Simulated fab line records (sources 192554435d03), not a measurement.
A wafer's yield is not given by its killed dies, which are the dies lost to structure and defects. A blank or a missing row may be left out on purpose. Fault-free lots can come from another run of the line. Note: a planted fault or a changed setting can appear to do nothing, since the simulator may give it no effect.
Lot-split experiment ; flow n5 finfet ; 21 wafers read from 7 lots, route of 1938 steps

== ON THE SPLIT ==
At N5_BEOL_M0_SAQP_SPACER2_ALD_26 (deposits SiO2, target thk 15 nm, pulse time 1 s, purge time 2 s), the setting target thk a was moved away from the recipe's 150 angstrom on 6 of the 21 wafers read, by -10.7% to +9.0%. For the rest of the wafers, this setting stayed at what the recipe calls for.

== FROM THE SPLIT TO THE READING: what the file shows between them, 2 steps ==
- N5_BEOL_M0_SAQP_SPACER2_ETCHBACK_27: etches SiO2 in CHF3/O2, target depth 22.5 nm, time 11.25 s
- N5_BEOL_M0_SAQP_MANDREL2_REMOVE_110: chemistry HBr/Cl2/O2, target a-Si, stops on SiCN, bt time 10 s

== THE READING ==
cd nm (nm) at N5_BEOL_M0_SAQP_CD_MEAS_29, where the cd target is 14.4 nm. On this fab line, fault-free wafers typically give 15.00 nm with a standard deviation of 0.26 nm.

wafer;tool, chamber at the split;target thk a as run, angstrom;against the recipe;cd nm, nm;against lot-mates on the recipe
L074.3;ald sin-03, 2;150;recipe;15.25;-
L074.5;ald sin-03, 1;155.8;+3.9%;15.38;+0.41
L074.6;ald sin-03, 2;150;recipe;14.69;-
L077.1;ald sin-01, 2;150;recipe;14.94;-
L077.2;ald sin-01, 1;150;recipe;14.85;-
L077.3;ald sin-01, 3;163.5;+9.0%;15.90;+1.01
L078.1;ald sin-01, 1,0;150;recipe;15.20;-
L078.4;ald sin-01, 1,0;150;recipe;15.03;-
L078.5;ald sin-01, 1;140.4;-6.4%;13.72;-1.39
L082.1;ald sin-03, 3;134;-10.7%;13.48;-1.69
L082.2;ald sin-03, 0;150;recipe;15.21;-
L082.6;ald sin-03, 2;150;recipe;15.13;-
L084.2;ald sin-03, 2,1,2;150;recipe;15.20;-
L084.4;ald sin-03, 2,1,2;150;recipe;14.97;-
L084.5;ald sin-03, 2,1,2;150;recipe;15.07;-
L093.1;ald sin-04, 0;150;recipe;14.85;-
L093.4;ald sin-04, 3,1;150;recipe;15.00;-
L093.6;ald sin-04, 3,1;150;recipe;15.00;-
L094.2;ald sin-04, 1,3;144.3;-3.8%;14.80;-0.10
L094.4;ald sin-04, 1,3;144.3;-3.8%;14.60;-0.30
L094.5;ald sin-04, 0;150;recipe;14.90;-
Where a row lists several chambers, the file gives one row for several wafers and doesn't say which wafer went through which chamber.

THE FIT
A straight line over all 21 wafers: cd nm changes by +0.129 nm for each +1% of target thk a; r = +0.93; the points scatter about the line by 0.2 nm.
The same after taking each lot's own level away (the mean of its wafers on the recipe; 21 wafers): +0.139 nm for each +1%; r = +0.93; scatter 0.21 nm.
Per that fit: largest target thk a move, reading shift of 1.5 nm.
The span of the lots' own levels, 14.895 to 15.170 nm, comes to 1.1 times the standard deviation stated above.
The two slopes agree, so the slope changes little with the lot-to-lot level.
Check: for one of the wafers moved furthest among these (-10.7%), held out of the fit, the line's prediction against its lot-mates is -1.37 nm. It came out at -1.69 nm against them.

== THE OTHER SPLITS THESE WAFERS WENT THROUGH ==
Other splits were also applied to these wafers ahead of the reading. Each is held against what the fit with the lots' levels taken away leaves over:
other split on the same wafers;wafers away from the commonest value;r with cd nm (lot level and that fit taken away)
N5_MOL_CONTACT_COAG_DESCUM_45 time s;7;-0.03

== THE WHOLE CHAIN: every reading that the file lists as answering this split, in the file's order ==
step;what it does;reading;change (the file's fit);r (the file's)
N5_BEOL_M0_SAQP_SPACER2_ALD_26;deposits SiO2, target thk 15 nm, pulse time 1 s, purge time 2 s;SiO2_of_BEOL_M0_SAQP_SPACER2_ALD_26.thk nm (the simulator's own value, which no gauge read);+0.149 nm for each +1% of the setting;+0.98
N5_BEOL_M0_SAQP_MANDREL2_REMOVE_110;chemistry HBr/Cl2/O2, target a-Si, stops on SiCN, bt time 10 s;BEOL_M0_SAQP.cd nm (the simulator's own value, which no gauge read);+0.141 nm for each +1% of the setting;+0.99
N5_BEOL_M0_SAQP_CD_MEAS_29;target cd 14.4 nm;cd nm;+0.145 nm for each +1% of the setting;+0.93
N5_BEOL_M0_CUTY_ETCH_63;etches SOC in N2/H2, target depth 82.7 nm, overetch 16.5 nm, time 124 s;SiO2_of_BEOL_M0_SAQP_SPACER2_ALD_26.thk nm (the simulator's own value, which no gauge read);+0.139 nm for each +1% of the setting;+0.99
N5_BEOL_M0_ETCH_138;etches SiCN in CH3F/O2, target depth 12 nm, time 31.6 s;SiO2_of_BEOL_M0_SAQP_SPACER2_ALD_26.thk nm (the simulator's own value, which no gauge read);+0.127 nm for each +1% of the setting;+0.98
N5_BEOL_M0_HM_OPEN_105;chemistry Cl2/BCl3, target TiN, target depth 12 nm;SiO2_of_BEOL_M0_SAQP_SPACER2_ALD_26.thk nm (the simulator's own value, which no gauge read);+0.106 nm for each +1% of the setting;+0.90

== FILE'S OWN FIT ==
cd nm changes by +0.145 nm for each +1% of target thk a, r = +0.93.
